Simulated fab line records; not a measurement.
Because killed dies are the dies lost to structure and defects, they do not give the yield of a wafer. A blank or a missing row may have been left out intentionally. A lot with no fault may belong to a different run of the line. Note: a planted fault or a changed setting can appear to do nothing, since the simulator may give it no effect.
Chamber matching + flow n5 finfet + N5_BEOL_M12_ETCH_67 on rie diel-03 has 4 sister chambers
The step etches SiARC in CF4, target depth 143 nm, time 238.3 s. 22 wafers are shown with their chamber, then 11 later ones without.

== WAFERS PAIRED WITH THEIR CHAMBERS ==
| wafer  | chamber | drypump motor current A (A) | etch rf on time s (s) | throttle valve pct (%) |
|--------|---------|-----------------------------|-----------------------|------------------------|
| L074.1 | 1       | 5.4                         | 228                   | 15.96                  |
| L074.2 | 3       | 5.6                         | 220                   | 15.54                  |
| L074.3 | 0       | 5.5                         | 230                   | 16.06                  |
| L074.4 | 2       | 5.7                         | 235                   | 15.69                  |
| L074.5 | 2       | 5.7                         | 235                   | 15.68                  |
| L074.6 | 1       | 5.4                         | 229                   | 15.96                  |
| L078.2 | 0       | 5.6                         | 233                   | 16.08                  |
| L078.4 | 0       | 5.6                         | 232                   | 16.08                  |
| L078.5 | 2       | 5.7                         | 236                   | 15.71                  |
| L082.1 | 3       | 5.6                         | 223                   | 15.56                  |
| L082.2 | 2       | 5.7                         | 236                   | 15.71                  |
| L082.3 | 1       | 5.4                         | 230                   | 15.53                  |
| L082.4 | 1       | 5.4                         | 229                   | 15.54                  |
| L082.5 | 2       | 5.7                         | 237                   | 15.72                  |
| L082.6 | 3       | 5.6                         | 222                   | 15.55                  |
| L084.1 | 0       | 5.6                         | 232                   | 16.10                  |
| L084.3 | 1       | 5.4                         | 229                   | 15.53                  |
| L084.4 | 2       | 5.7                         | 236                   | 15.73                  |
| L085.3 | 0       | 5.6                         | 234                   | 16.12                  |
| L085.5 | 1       | 5.4                         | 232                   | 15.55                  |
| L085.6 | 0       | 5.6                         | 233                   | 16.10                  |
| L087.2 | 0       | 5.6                         | 234                   | 16.10                  |

SIGNATURES, as means of the wafers listed above
| reading                 | chamber 0 | chamber 1 | chamber 2 | chamber 3 | scatter within a chamber |
|-------------------------|-----------|-----------|-----------|-----------|--------------------------|
| drypump motor current A | 5.586     | 5.400     | 5.700     | 5.600     | 0.0218                   |
| etch rf on time s       | 232.57    | 229.50    | 235.83    | 221.67    | 1.26                     |
| throttle valve pct      | 16.0914   | 15.6783   | 15.7067   | 15.5500   | 0.116                    |
Rule: a wafer's distance from a chamber is the root of the sum, over the readings, of the square of ((its reading less the chamber's mean) divided by the reading's scatter). The wafer belongs to the nearest chamber; if the next one is less than 2 further off, it can't be placed. The scatter is the square root of a quotient: the sum, over the shown wafers, of each reading's squared deviation from its chamber's mean, divided by wafers minus chambers.

== WAFERS WITHOUT THEIR CHAMBER ==
| wafer  | drypump motor current A (A) | etch rf on time s (s) | throttle valve pct (%) |
|--------|-----------------------------|-----------------------|------------------------|
| L087.4 | 5.7                         | 237                   | 15.76                  |
| L087.6 | 5.4                         | 228                   | 15.55                  |
| L088.2 | 5.4                         | 229                   | 15.55                  |
| L088.3 | 5.5                         | 234                   | 16.12                  |
| L088.5 | 5.6                         | 224                   | 15.56                  |
| L091.2 | 5.6                         | 227                   | 15.59                  |
| L091.4 | 5.7                         | 240                   | 15.76                  |
| L091.6 | 5.7                         | 226                   | 15.58                  |
| L092.2 | 5.6                         | 225                   | 15.62                  |
| L092.5 | 5.7                         | 240                   | 15.78                  |
| L092.6 | 5.6                         | 224                   | 15.61                  |

== WHICH CHAMBER EACH WENT THROUGH ==
| wafer  | from the rows above     | in truth |
|--------|-------------------------|----------|
| L087.4 | 2                       | 2        |
| L087.6 | 1                       | 1        |
| L088.2 | 1                       | 1        |
| L088.3 | 0                       | 0        |
| L088.5 | 3                       | 3        |
| L091.2 | can't be placed: 3 or 0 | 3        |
| L091.4 | 2                       | 2        |
| L091.6 | 3                       | 3        |
| L092.2 | 3                       | 3        |
| L092.5 | 2                       | 2        |
| L092.6 | 3                       | 3        |
Placed correctly: 10 of 11. From these rows, 1 cannot be placed; in 1 the true chamber is one of the candidates. Number placed wrongly: 0.
